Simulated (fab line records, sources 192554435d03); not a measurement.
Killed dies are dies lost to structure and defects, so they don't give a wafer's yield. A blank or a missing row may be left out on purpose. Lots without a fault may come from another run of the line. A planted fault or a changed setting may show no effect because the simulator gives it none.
Split-lot experiment | flow n5_finfet | 7 lots, 21 wafers read, on a route of 1938 steps

THE SPLIT
At N5_MOL_CONTACT_COAG_EXPOSE_81 (exposes mask VG, defocus 0 nm), the setting dose_mj was moved away from the recipe's 59.5 on 6 of the 21 wafers read, by -5.1% to +4.0%. The other wafers ran this setting at the recipe's value.

FROM THE SPLIT TO THE READING: what the file shows between them, 10 steps
- N5_MOL_CONTACT_COAG_PEB_82: peb time 60 s
- N5_MOL_CONTACT_COAG_DEVELOP_83: develop time 30 s
- N5_MOL_CONTACT_COAG_CD_MEAS_84: target cd 25.1 nm
- N5_MOL_CONTACT_COAG_ETCHBACK_135: etches SiO2 in CHF3, target depth 25 nm, time 16.7 s
- N5_MOL_CONTACT_COAG_STRIP_118: strips in CHF3
- N5_MOL_CONTACT_COAG_VIA_ETCH_46: etches SiO2 in C4F6/O2, target depth 46 nm, overetch 9.2 nm, time 40 s
- N5_MOL_CONTACT_COAG_STRIP_96: strips in N2/H2
- N5_MOL_CONTACT_COAG_ETCH_47: etches SiNx in CH3F/O2, stops on W, target depth 27 nm
- N5_MOL_CONTACT_COAG_PRECLEAN_144: cleans in alkaline clean, time 60 s
- N5_MOL_CONTACT_COAG_SRD_145: time 30 s

THE READING
cd_nm, in nm, at N5_MOL_CONTACT_COAG_CD_MEAS_137 (target cd 16 nm). Fault-free wafers of this fab line usually give 15.7 nm, standard deviation 0.36 nm.

wafer  | tool, chamber at the split | dose_mj as run | against the recipe | cd_nm, nm | against lot-mates on the recipe
L078.2 | euv_scanner-02, 0          | 59.5           | recipe             | 16.0      | -
L078.5 | euv_scanner-02, 0          | 59.5           | recipe             | 15.7      | -
L078.6 | euv_scanner-02, 0          | 59.5           | recipe             | 15.7      | -
L081.1 | euv_scanner-01, 0          | 59.5           | recipe             | 15.3      | -
L081.4 | euv_scanner-01, 0          | 59.5           | recipe             | 15.5      | -
L081.5 | euv_scanner-01, 0          | 59.5           | recipe             | 15.1      | -
L083.1 | euv_scanner-01, 0          | 60.67          | +2.0%              | 16.2      | +0.4
L083.2 | euv_scanner-01, 0          | 59.5           | recipe             | 15.8      | -
L083.3 | euv_scanner-01, 0          | 60.67          | +2.0%              | 15.8      | +0.0
L088.4 | euv_scanner-01, 0          | 59.5           | recipe             | 15.0      | -
L088.5 | euv_scanner-01, 0          | 60.82          | +2.2%              | 15.9      | +0.8
L088.6 | euv_scanner-01, 0          | 59.5           | recipe             | 15.3      | -
L089.2 | euv_scanner-01, 0          | 61.9           | +4.0%              | 16.2      | +0.4
L089.3 | euv_scanner-01, 0          | 61.9           | +4.0%              | 16.3      | +0.5
L089.5 | euv_scanner-01, 0          | 59.5           | recipe             | 15.8      | -
L090.1 | euv_scanner-01, 0          | 59.5           | recipe             | 15.4      | -
L090.2 | euv_scanner-01, 0          | 59.5           | recipe             | 15.6      | -
L090.4 | euv_scanner-01, 0          | 56.46          | -5.1%              | 13.7      | -1.8
L093.1 | euv_scanner-01, 0          | 59.5           | recipe             | 15.8      | -
L093.2 | euv_scanner-01, 0          | 59.5           | recipe             | 15.8      | -
L093.6 | euv_scanner-01, 0          | 59.5           | recipe             | 15.7      | -

THE FIT
A straight line over all 21 wafers: cd_nm changes by +0.255 nm for each +1% of dose_mj; r = +0.85; the points scatter about the line by 0.3 nm.
The same after taking each lot's own level away (the mean of its wafers on the recipe; 21 wafers): +0.225 nm for each +1%; r = +0.86; scatter 0.25 nm.
On that fit, the largest move of dose_mj shifts the reading by 1.2 nm.
The lots' own levels span 15.15 to 15.80 nm, that is 1.8 times the standard deviation above.
So the lot-to-lot level changes the slope: the two fits differ.
Check: with one of the wafers moved furthest among these (-5.1%) left out of the fit, the line predicts -0.664 nm for it against its lot-mates. It came out at -1.8 nm against them.

OTHER SPLITS ON THESE WAFERS
These wafers also went through other splits before the reading. Each is held against what the fit with the lots' levels taken away leaves over:
other split on the same wafers      | wafers away from the commonest value | r with cd_nm (lot level and that fit taken away)
N5_SD_EPI_P_COAT_35 spin_rpm        | 6                                    | -0.08
N5_HKMG_FIN_ETCH_35 bias_w          | 8                                    | +0.22
N5_GATE_CUT_ALD_22 ald_cycles       | 5                                    | -0.37
N5_MOL_CONTACT_COAG_PECVD_31 temp_c | 2                                    | -0.18

THE WHOLE CHAIN: every reading that the file lists as answering this split, in the file's order
step                            | what it does      | reading | change (the file's fit)               | r (the file's)
N5_MOL_CONTACT_COAG_CD_MEAS_84  | target cd 25.1 nm | cd_nm   | +0.241 nm for each +1% of the setting | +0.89
N5_MOL_CONTACT_COAG_CD_MEAS_137 | target cd 16 nm   | cd_nm   | +0.254 nm for each +1% of the setting | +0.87

THE FILE'S OWN FIT
cd_nm changes by +0.254 nm for each +1% of dose_mj, r = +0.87.
